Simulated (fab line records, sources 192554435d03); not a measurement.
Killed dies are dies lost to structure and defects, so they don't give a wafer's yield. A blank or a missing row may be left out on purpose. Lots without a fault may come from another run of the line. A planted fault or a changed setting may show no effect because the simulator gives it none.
Which tool did it? | flow n5_finfet | 24 lots, 72 wafers sampled, at 6 steps of a route of 1938

WHAT THE GAUGES READ, wafer by wafer
N5_BEOL_M3_INSPECT_13: inspects for defects (brightfield). Usual: raw_defect_count 414, standard deviation 98.
lot  | measured     | on                | raw_defect_count | flag
L074 | day 7 05:48  | defect_inspect-01 | 508 345 361      |
L075 | day 7 11:42  | defect_inspect-01 | 373 422 367      |
L076 | day 7 13:12  | defect_inspect-02 | 279 305 305      |
L077 | day 7 17:01  | defect_inspect-02 | 322 292 430      |
L078 | day 7 18:30  | defect_inspect-02 | 428 375 389      |
L079 | day 7 21:43  | defect_inspect-01 | 486 475 310      |
L080 | day 8 08:19  | defect_inspect-02 | 409 401 446      |
L081 | day 9 00:48  | defect_inspect-02 | 418 456 373      |
L082 | day 9 01:11  | defect_inspect-02 | 595 629 578      |
L083 | day 9 04:00  | defect_inspect-02 | 230 344 298      |
L084 | day 9 04:37  | defect_inspect-02 | 416 483 313      |
L085 | day 9 22:09  | defect_inspect-01 | 457 499 347      |
L086 | day 10 02:18 | defect_inspect-01 | 397 576 535      |
L087 | day 10 07:51 | defect_inspect-01 | 460 472 486      |
L089 | day 10 13:08 | defect_inspect-02 | 524 414 415      |
L088 | day 10 20:09 | defect_inspect-01 | 872 472 602      |
L090 | day 10 22:25 | defect_inspect-01 | 316 325 470      |
L091 | day 11 06:47 | defect_inspect-01 | 443 303 421      |
L092 | day 11 12:57 | defect_inspect-01 | 425 357 319      |
L093 | day 12 02:05 | defect_inspect-02 | 343 400 346      |
L094 | day 12 12:29 | defect_inspect-02 | 576 364 270      |
L097 | day 12 22:19 | defect_inspect-02 | 509 585 485      |
L095 | day 12 23:16 | defect_inspect-01 | 319 557 395      |
L096 | day 13 04:53 | defect_inspect-01 | 408 447 446      |

N5_BEOL_M3_THK_MEAS_53: measures by xrf. Usual: M3_THK 40.4 nm, standard deviation 1.7.
lot  | measured     | on            | M3_THK (nm)    | flag
L074 | day 7 13:46  | film_metro-02 | 39.1 38.8 41.1 |
L075 | day 7 17:51  | film_metro-01 | 37.6 37.9 39.3 |
L076 | day 7 20:50  | film_metro-01 | 39.6 38.3 40.9 |
L077 | day 7 23:42  | film_metro-02 | 41.8 43.0 42.1 |
L078 | day 8 00:09  | film_metro-01 | 41.2 38.2 40.9 |
L079 | day 8 03:31  | film_metro-01 | 38.6 42.8 39.2 |
L080 | day 8 18:29  | film_metro-02 | 42.8 41.9 41.5 |
L081 | day 9 06:19  | film_metro-02 | 40.1 41.8 40.5 |
L082 | day 9 07:07  | film_metro-01 | 39.7 38.9 42.1 |
L083 | day 9 09:57  | film_metro-02 | 37.7 37.0 40.7 |
L084 | day 9 18:06  | film_metro-01 | 39.1 40.3 39.7 |
L085 | day 10 04:36 | film_metro-02 | 36.7 42.5 40.9 |
L086 | day 10 12:49 | film_metro-01 | 40.3 38.6 41.8 |
L087 | day 10 16:52 | film_metro-01 | 38.5 42.1 42.1 |
L089 | day 10 19:29 | film_metro-01 | 39.3 39.2 39.5 |
L088 | day 11 10:31 | film_metro-01 | 40.1 43.0 41.7 |
L090 | day 11 12:29 | film_metro-02 | 38.4 38.7 40.6 |
L091 | day 12 05:47 | film_metro-02 | 42.1 42.5 43.4 |
L092 | day 12 06:13 | film_metro-02 | 42.4 42.6 42.7 |
L093 | day 12 15:09 | film_metro-01 | 36.9 41.0 40.0 |
L094 | day 12 22:37 | film_metro-01 | 41.0 43.6 42.7 |
L097 | day 13 08:16 | film_metro-01 | 38.2 40.5 40.6 |
L095 | day 13 11:11 | film_metro-02 | 39.6 42.9 42.3 |
L096 | day 13 12:51 | film_metro-01 | 41.4 42.4 42.4 |

WHICH TOOL RAN EACH LOT (tool, then ch and the chambers of the sampled wafers, then the start)
lot  | N5_BEOL_M2_ANNEAL_51             | N5_BEOL_M3_ETCH_41                            | N5_BEOL_M3_ANNEAL_49         | N5_BEOL_M3_ANNEAL_93
L074 | rtp_anneal-01 ch 0, day 7 03:52  | rie_diel-02 ch 1,2,3, day 7 11:17 or earlier  | pvd_sputter-03, day 7 11:17  | pvd_sputter-03, day 7 12:37
L075 | rtp_anneal-02 ch 0, day 7 09:29  | rie_diel-02 ch 0,1,2, day 7 15:23 or earlier  | pvd_sputter-03, day 7 15:23  | pvd_sputter-03, day 7 16:42
L076 | rtp_anneal-01 ch 0, day 7 11:26  | rie_diel-01 ch 0,2,3, day 7 18:14 or earlier  | pvd_sputter-03, day 7 18:14  | pvd_sputter-03, day 7 19:34
L077 | rtp_anneal-02 ch 0, day 7 14:09  | rie_diel-01 ch 0,1,2, day 7 21:14 or earlier  | pvd_sputter-02, day 7 21:14  | pvd_sputter-02, day 7 22:33
L078 | rtp_anneal-01 ch 0, day 7 16:17  | rie_diel-06 ch 1,3, day 7 21:25 or earlier    | pvd_sputter-03, day 7 21:25  | pvd_sputter-03, day 7 22:44
L079 | rtp_anneal-01 ch 0, day 7 19:58  | rie_diel-01 ch 1,3, day 8 01:02 or earlier    | pvd_sputter-02, day 8 01:02  | pvd_sputter-02, day 8 02:22
L080 | rtp_anneal-01 ch 0, day 8 06:04  | rie_diel-02 ch 0,1,3, day 8 16:01 or earlier  | pvd_sputter-02, day 8 16:01  | pvd_sputter-02, day 8 17:20
L081 | rtp_anneal-01 ch 0, day 8 23:20  | rie_diel-02 ch 1,2, day 9 03:50 or earlier    | pvd_sputter-01, day 9 03:50  | pvd_sputter-01, day 9 05:10
L082 | rtp_anneal-01 ch 0, day 8 23:31  | rie_diel-06 ch 0,1,2, day 9 04:39 or earlier  | pvd_sputter-02, day 9 04:39  | pvd_sputter-02, day 9 05:58
L083 | rtp_anneal-01 ch 0, day 9 02:11  | rie_diel-06 ch 0,2,3, day 9 07:17 or earlier  | pvd_sputter-01, day 9 07:17  | pvd_sputter-01, day 9 08:36
L084 | rtp_anneal-02 ch 0, day 9 02:44  | rie_diel-01 ch 0,3, day 9 15:37 or earlier    | pvd_sputter-03, day 9 15:37  | pvd_sputter-03, day 9 16:56
L085 | rtp_anneal-01 ch 0, day 9 19:26  | rie_diel-02 ch 2,3, day 10 02:07 or earlier   | pvd_sputter-03, day 10 02:07 | pvd_sputter-03, day 10 03:26
L086 | rtp_anneal-01 ch 0, day 10 00:08 | rie_diel-02 ch 0,1,2, day 10 10:20 or earlier | pvd_sputter-02, day 10 10:20 | pvd_sputter-02, day 10 11:40
L087 | rtp_anneal-02 ch 0, day 10 04:45 | rie_diel-02 ch 0,1, day 10 13:49 or earlier   | pvd_sputter-02, day 10 13:49 | pvd_sputter-02, day 10 15:08
L089 | rtp_anneal-02 ch 0, day 10 08:34 | rie_diel-06 ch 1,2,3, day 10 16:51 or earlier | pvd_sputter-01, day 10 16:51 | pvd_sputter-01, day 10 18:10
L088 | rtp_anneal-01 ch 0, day 10 18:34 | rie_diel-01 ch 0,3, day 11 07:56 or earlier   | pvd_sputter-01, day 11 07:56 | pvd_sputter-01, day 11 09:16
L090 | rtp_anneal-02 ch 0, day 10 19:17 | rie_diel-02 ch 2,3, day 11 10:00 or earlier   | pvd_sputter-02, day 11 10:00 | pvd_sputter-02, day 11 11:19
L091 | rtp_anneal-02 ch 0, day 11 01:10 | rie_diel-06 ch 3, day 12 03:19 or earlier     | pvd_sputter-01, day 12 03:19 | pvd_sputter-01, day 12 04:38
L092 | rtp_anneal-01 ch 0, day 11 09:43 | rie_diel-01 ch 0,1,2, day 12 03:45 or earlier | pvd_sputter-02, day 12 03:45 | pvd_sputter-02, day 12 05:04
L093 | rtp_anneal-01 ch 0, day 11 23:56 | rie_diel-01 ch 1,2,3, day 12 12:38 or earlier | pvd_sputter-01, day 12 12:38 | pvd_sputter-01, day 12 13:57
L094 | rtp_anneal-01 ch 0, day 12 10:53 | rie_diel-02 ch 0,1,2, day 12 19:57 or earlier | pvd_sputter-02, day 12 19:57 | pvd_sputter-02, day 12 21:16
L097 | rtp_anneal-01 ch 0, day 12 19:07 | rie_diel-01 ch 0,1,3, day 13 05:48 or earlier | pvd_sputter-01, day 13 05:48 | pvd_sputter-01, day 13 07:07
L095 | rtp_anneal-01 ch 0, day 12 21:40 | rie_diel-06 ch 2,3, day 13 08:43 or earlier   | pvd_sputter-02, day 13 08:43 | pvd_sputter-02, day 13 10:02
L096 | rtp_anneal-01 ch 0, day 12 23:25 | rie_diel-02 ch 2,3, day 13 09:18 or earlier   | pvd_sputter-01, day 13 09:18 | pvd_sputter-01, day 13 10:37
- N5_BEOL_M2_ANNEAL_51: time 90 s.
- N5_BEOL_M3_ETCH_41: etches SiCN in CH3F/O2, target depth 29.9 nm, time 52.5 s.
- N5_BEOL_M3_ANNEAL_49: time 240 s.
- N5_BEOL_M3_ANNEAL_93: time 240 s.

WHAT THE TOOLS THEMSELVES READ (means of the sampled wafers that have a number; where no wafer has one, the mark that the record gives instead)
N5_BEOL_M2_ANNEAL_51. Usual: wafer_temp_C_max 225.91, standard deviation 0.25.
lot  | tool          | wafer_temp_C_max | flag
L074 | rtp_anneal-01 | 225.89           |
L075 | rtp_anneal-02 | 226.12           |
L076 | rtp_anneal-01 | 225.69           |
L077 | rtp_anneal-02 | 225.84           |
L078 | rtp_anneal-01 | 225.90           |
L079 | rtp_anneal-01 | 225.84           |
L080 | rtp_anneal-01 | 226.15           |
L081 | rtp_anneal-01 | 225.66           |
L082 | rtp_anneal-01 | 226.08           |
L083 | rtp_anneal-01 | 225.74           |
L084 | rtp_anneal-02 | 225.89           |
L085 | rtp_anneal-01 | 225.82           |
L086 | rtp_anneal-01 | 225.97           |
L087 | rtp_anneal-02 | 226.18           |
L089 | rtp_anneal-02 | 226.05           |
L088 | rtp_anneal-01 | 225.52           |
L090 | rtp_anneal-02 | 225.95           |
L091 | rtp_anneal-02 | 226.15           |
L092 | rtp_anneal-01 | 225.77           |
L093 | rtp_anneal-01 | 225.90           |
L094 | rtp_anneal-01 | 225.88           |
L097 | rtp_anneal-01 | 225.83           |
L095 | rtp_anneal-01 | 225.88           |
L096 | rtp_anneal-01 | 225.89           |

N5_BEOL_M3_ETCH_41. Usual: CH3F_flow_sccm 30.01 sccm, standard deviation 0.09; O2_flow_sccm 20.00 sccm, standard deviation 0.064; drypump_motor_current_A 5.52 A, standard deviation 0.26; oes_product_au 0.79 a.u., standard deviation 0.083; rf_vpp_V 297.5 V, standard deviation 1.6; showerhead_plenum_p_Torr 2.01 Torr, standard deviation 0.069; throttle_valve_pct 16.27 %, standard deviation 0.26.
lot  | tool        | CH3F_flow_sccm (sccm) | O2_flow_sccm (sccm) | drypump_motor_current_A (A) | oes_product_au (a.u.) | rf_vpp_V (V) | showerhead_plenum_p_Torr (Torr) | throttle_valve_pct (%) | flag
L074 | rie_diel-02 | 30.00                 | 19.98               | 5.60                        | 0.83                  | 296.3        | 1.96                            | 16.12                  |
L075 | rie_diel-02 | 30.03                 | 19.98               | 5.53                        | 0.80                  | 297.2        | 2.00                            | 16.15                  |
L076 | rie_diel-01 | 30.00                 | 19.96               | 5.45                        | 0.76                  | 297.0        | 2.01                            | 16.58                  |
L077 | rie_diel-01 | 30.02                 | 19.99               | 5.55                        | 0.71                  | 297.7        | 2.01                            | 16.51                  |
L078 | rie_diel-06 | 29.98                 | 20.03               | 5.68                        | 0.82                  | 299.0        | 2.08                            | 16.15                  |
L079 | rie_diel-01 | 30.04                 | 20.04               | 5.36                        | 0.75                  | 298.6        | 2.05                            | 16.36                  |
L080 | rie_diel-02 | 29.97                 | 20.04               | 5.37                        | 0.76                  | 296.1        | 1.96                            | 16.33                  |
L081 | rie_diel-02 | 30.05                 | 19.98               | 5.70                        | 0.84                  | 296.2        | 1.96                            | 16.12                  |
L082 | rie_diel-06 | 30.02                 | 20.00               | 5.51                        | 0.70                  | 297.3        | 2.01                            | 16.40                  |
L083 | rie_diel-06 | 30.00                 | 19.90               | 5.70                        | 0.75                  | 299.8        | 2.06                            | 16.26                  |
L084 | rie_diel-01 | 29.94                 | 20.06               | 5.32                        | 0.78                  | 296.8        | 1.95                            | 16.43                  |
L085 | rie_diel-02 | 29.96                 | 19.99               | 5.66                        | 0.80                  | 298.1        | 1.97                            | 16.03                  |
L086 | rie_diel-02 | 29.98                 | 20.05               | 5.53                        | 0.78                  | 297.4        | 1.99                            | 16.20                  |
L087 | rie_diel-02 | 29.86                 | 20.01               | 5.29                        | 0.73                  | 297.2        | 2.00                            | 16.39                  |
L089 | rie_diel-06 | 29.94                 | 20.02               | 5.55                        | 0.75                  | 299.6        | 2.05                            | 16.23                  |
L088 | rie_diel-01 | 30.06                 | 20.01               | 5.34                        | 0.76                  | 297.1        | 1.95                            | 16.45                  |
L090 | rie_diel-02 | 30.02                 | 19.96               | 5.69                        | 0.79                  | 296.8        | 1.97                            | 16.04                  |
L091 | rie_diel-06 | 30.13                 | 20.00               | 5.90                        | 0.83                  | 300.0        | 2.13                            | 16.08                  |
L092 | rie_diel-01 | 29.94                 | 20.02               | 5.54                        | 0.89                  | 297.2        | 2.00                            | 16.23                  |
L093 | rie_diel-01 | 30.06                 | 19.99               | 5.46                        | 0.90                  | 298.4        | 2.04                            | 16.30                  |
L094 | rie_diel-02 | 30.15                 | 19.96               | 5.54                        | 0.85                  | 297.8        | 1.99                            | 16.06                  |
L097 | rie_diel-01 | 30.00                 | 19.93               | 5.35                        | 0.81                  | 298.1        | 1.99                            | 16.30                  |
L095 | rie_diel-06 | 30.01                 | 19.98               | 5.59                        | 0.75                  | 298.3        | 2.07                            | 16.15                  |
L096 | rie_diel-02 | 30.08                 | 20.01               | 5.51                        | 0.76                  | 296.4        | 1.94                            | 16.23                  |

N5_BEOL_M3_ANNEAL_49. Usual: heater_power_w 821 W, standard deviation 64.
lot  | tool           | heater_power_w (W) | flag
L074 | pvd_sputter-03 | 870                |
L075 | pvd_sputter-03 | 855                |
L076 | pvd_sputter-03 | 912                |
L077 | pvd_sputter-02 | 766                |
L078 | pvd_sputter-03 | 864                |
L079 | pvd_sputter-02 | 764                |
L080 | pvd_sputter-02 | 803                |
L081 | pvd_sputter-01 | 800                |
L082 | pvd_sputter-02 | 802                |
L083 | pvd_sputter-01 | 835                |
L084 | pvd_sputter-03 | 881                |
L085 | pvd_sputter-03 | 867                |
L086 | pvd_sputter-02 | 766                |
L087 | pvd_sputter-02 | 764                |
L089 | pvd_sputter-01 | 800                |
L088 | pvd_sputter-01 | 827                |
L090 | pvd_sputter-02 | 790                |
L091 | pvd_sputter-01 | 831                |
L092 | pvd_sputter-02 | 768                |
L093 | pvd_sputter-01 | 824                |
L094 | pvd_sputter-02 | 764                |
L097 | pvd_sputter-01 | 839                |
L095 | pvd_sputter-02 | 792                |
L096 | pvd_sputter-01 | 840                |

N5_BEOL_M3_ANNEAL_93. Usual: heater_power_w 821 W, standard deviation 65.
lot  | tool           | heater_power_w (W) | flag
L074 | pvd_sputter-03 | 890                |
L075 | pvd_sputter-03 | 871                |
L076 | pvd_sputter-03 | 915                |
L077 | pvd_sputter-02 | 762                |
L078 | pvd_sputter-03 | 856                |
L079 | pvd_sputter-02 | 755                |
L080 | pvd_sputter-02 | 797                |
L081 | pvd_sputter-01 | 800                |
L082 | pvd_sputter-02 | 814                |
L083 | pvd_sputter-01 | 829                |
L084 | pvd_sputter-03 | 876                |
L085 | pvd_sputter-03 | 850                |
L086 | pvd_sputter-02 | 773                |
L087 | pvd_sputter-02 | 781                |
L089 | pvd_sputter-01 | 799                |
L088 | pvd_sputter-01 | 844                |
L090 | pvd_sputter-02 | 808                |
L091 | pvd_sputter-01 | 834                |
L092 | pvd_sputter-02 | 768                |
L093 | pvd_sputter-01 | 823                |
L094 | pvd_sputter-02 | 765                |
L097 | pvd_sputter-01 | 843                |
L095 | pvd_sputter-02 | 817                |
L096 | pvd_sputter-01 | 829                |

THE ANSWER, worked out from the rows above alone
Rule: a lot is off if the mean of its wafers that have a number lies more than 3 standard deviations from the usual mean. A lot without any number at a reading at which 4 lots or more have one is off too. The other lots that the step has rows for count as sound. The gauges are gone through in route order, then the tools' own readings, and for those a lot's mean is taken as printed above. The first step at which some lot is off is used, and at that step the reading that is off furthest; a lot without a number counts as furthest.
No lot is off at any reading shown: from this, nothing can be told.

WHAT THE SIMULATOR HAD PUT IN
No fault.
